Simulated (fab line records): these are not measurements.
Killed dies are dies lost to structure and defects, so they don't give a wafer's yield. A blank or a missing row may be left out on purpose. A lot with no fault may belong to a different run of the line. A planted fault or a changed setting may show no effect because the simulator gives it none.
Split-lot experiment / flow n5-finfet / 7 lots, 21 wafers read, on a route of 1938 steps

ON THE SPLIT
At N5_BEOL_M7_HM_DEP_02 (deposits TiN, target thk 20 nm), the setting target-thk-a was moved away from the recipe's 200 angstrom on 9 of the 21 wafers read, by -12.7% to +11.1%. For the rest of the wafers, this setting stayed at what the recipe calls for.

FROM THE SPLIT TO THE READING: what the file shows between them, 4 steps
- N5_BEOL_M7_COAT_59: time 60 s, resist thk 100 nm
- N5_BEOL_M7_COAT_60: time 60 s, resist thk 35 nm
- N5_BEOL_M7_STRIP_68: strips in N2/H2
- N5_BEOL_M7_STRIP_67: strips in CF4

THE READING
etch.depth-nm (the simulator's own value, which no gauge read), in nm, at N5_BEOL_M7_HM_OPEN_17 (chemistry Cl2/BCl3, target TiN, target depth 20 nm, overetch 6 nm). There is no usual value for it anywhere in the file. The 12 wafers here that ran the recipe average 19.74 nm, standard deviation 0.2 nm.

wafer=L077.3; tool, chamber at the split=pvd-sputter-02, -; target-thk-a as run, angstrom=222.2; against the recipe=+11.1%; etch.depth-nm, nm=21.81; against lot-mates on the recipe=+2.08
wafer=L077.4; tool, chamber at the split=pvd-sputter-02, -; target-thk-a as run, angstrom=222.2; against the recipe=+11.1%; etch.depth-nm, nm=21.99; against lot-mates on the recipe=+2.26
wafer=L077.6; tool, chamber at the split=pvd-sputter-02, -; target-thk-a as run, angstrom=200; against the recipe=recipe; etch.depth-nm, nm=19.73; against lot-mates on the recipe=-
wafer=L074.2; tool, chamber at the split=pvd-sputter-02, -; target-thk-a as run, angstrom=200; against the recipe=recipe; etch.depth-nm, nm=19.51; against lot-mates on the recipe=-
wafer=L074.3; tool, chamber at the split=pvd-sputter-02, -; target-thk-a as run, angstrom=200; against the recipe=recipe; etch.depth-nm, nm=19.41; against lot-mates on the recipe=-
wafer=L074.4; tool, chamber at the split=pvd-sputter-02, -; target-thk-a as run, angstrom=200; against the recipe=recipe; etch.depth-nm, nm=19.66; against lot-mates on the recipe=-
wafer=L080.1; tool, chamber at the split=pvd-sputter-02, -; target-thk-a as run, angstrom=200; against the recipe=recipe; etch.depth-nm, nm=19.61; against lot-mates on the recipe=-
wafer=L080.3; tool, chamber at the split=pvd-sputter-02, -; target-thk-a as run, angstrom=189.1; against the recipe=-5.4%; etch.depth-nm, nm=18.61; against lot-mates on the recipe=-0.98
wafer=L080.5; tool, chamber at the split=pvd-sputter-02, -; target-thk-a as run, angstrom=200; against the recipe=recipe; etch.depth-nm, nm=19.57; against lot-mates on the recipe=-
wafer=L082.1; tool, chamber at the split=pvd-sputter-01, -; target-thk-a as run, angstrom=200; against the recipe=recipe; etch.depth-nm, nm=19.82; against lot-mates on the recipe=-
wafer=L082.2; tool, chamber at the split=pvd-sputter-01, -; target-thk-a as run, angstrom=200; against the recipe=recipe; etch.depth-nm, nm=20.08; against lot-mates on the recipe=-
wafer=L082.3; tool, chamber at the split=pvd-sputter-01, -; target-thk-a as run, angstrom=214.3; against the recipe=+7.2%; etch.depth-nm, nm=21.38; against lot-mates on the recipe=+1.43
wafer=L087.2; tool, chamber at the split=pvd-sputter-02, -; target-thk-a as run, angstrom=174.6; against the recipe=-12.7%; etch.depth-nm, nm=17.59; against lot-mates on the recipe=-2.25
wafer=L087.5; tool, chamber at the split=pvd-sputter-02, -; target-thk-a as run, angstrom=200; against the recipe=recipe; etch.depth-nm, nm=19.86; against lot-mates on the recipe=-
wafer=L087.6; tool, chamber at the split=pvd-sputter-02, -; target-thk-a as run, angstrom=200; against the recipe=recipe; etch.depth-nm, nm=19.81; against lot-mates on the recipe=-
wafer=L095.2; tool, chamber at the split=pvd-sputter-03, -; target-thk-a as run, angstrom=200; against the recipe=recipe; etch.depth-nm, nm=20.07; against lot-mates on the recipe=-
wafer=L095.4; tool, chamber at the split=pvd-sputter-03, -; target-thk-a as run, angstrom=200; against the recipe=recipe; etch.depth-nm, nm=19.75; against lot-mates on the recipe=-
wafer=L095.5; tool, chamber at the split=pvd-sputter-03, -; target-thk-a as run, angstrom=209.1; against the recipe=+4.5%; etch.depth-nm, nm=21.02; against lot-mates on the recipe=+1.11
wafer=L096.2; tool, chamber at the split=pvd-sputter-03, -; target-thk-a as run, angstrom=186.4; against the recipe=-6.8%; etch.depth-nm, nm=18.7; against lot-mates on the recipe=no lot-mate on the recipe
wafer=L096.4; tool, chamber at the split=pvd-sputter-03, -; target-thk-a as run, angstrom=186.4; against the recipe=-6.8%; etch.depth-nm, nm=18.67; against lot-mates on the recipe=no lot-mate on the recipe
wafer=L096.6; tool, chamber at the split=pvd-sputter-03, -; target-thk-a as run, angstrom=186.4; against the recipe=-6.8%; etch.depth-nm, nm=18.83; against lot-mates on the recipe=no lot-mate on the recipe

FIT RESULTS
A straight line over all 21 wafers: etch.depth-nm changes by +0.185 nm for each +1% of target-thk-a; r = +0.98; the points scatter about the line by 0.22 nm.
The same after taking each lot's own level away (the mean of its wafers on the recipe; 18 wafers): +0.19 nm for each +1%; r = +0.99; scatter 0.12 nm.
That fit puts the effect of the largest move of target-thk-a on the reading at 2.4 nm.
From 19.527 to 19.950 nm: that is the span of the lots' own levels, equal to 2.2 times the standard deviation above.
Consequently the slope shifts little with the lot-to-lot level, the two slopes agreeing.
Check: with one of the wafers moved furthest among these (-12.7%) left out of the fit, the line predicts -2.47 nm for it against its lot-mates. It came out at -2.25 nm against them.

OTHER SPLITS ON THESE WAFERS
Other splits were also applied to these wafers ahead of the reading. Each is held against what the fit with the lots' levels taken away leaves over:
other split on the same wafers=N5_BEOL_M5_ETCH_41 source-w; wafers away from the commonest value=7; r with etch.depth-nm (lot level and that fit taken away)=+0.04
other split on the same wafers=N5_BEOL_M6_ETCH_61 bias-w; wafers away from the commonest value=8; r with etch.depth-nm (lot level and that fit taken away)=-0.15
other split on the same wafers=N5_BEOL_M6_COAT_22 spin-rpm; wafers away from the commonest value=6; r with etch.depth-nm (lot level and that fit taken away)=+0.22

THE WHOLE CHAIN: every reading that the file lists as answering this split, in the file's order
step=N5_BEOL_M7_HM_DEP_02; what it does=deposits TiN, target thk 20 nm; reading=TiN_of_BEOL_M7_HM_DEP_02.thk-nm (the simulator's own value, which no gauge read); change (the file's fit)=+0.188 nm for each +1% of the setting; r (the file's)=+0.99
step=N5_BEOL_M7_HM_OPEN_17; what it does=chemistry Cl2/BCl3, target TiN, target depth 20 nm, overetch 6 nm; reading=etch.depth-nm (the simulator's own value, which no gauge read); change (the file's fit)=+0.19 nm for each +1% of the setting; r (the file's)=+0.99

THE FILE'S OWN FIT
etch.depth-nm changes by +0.19 nm for each +1% of target-thk-a, r = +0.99.
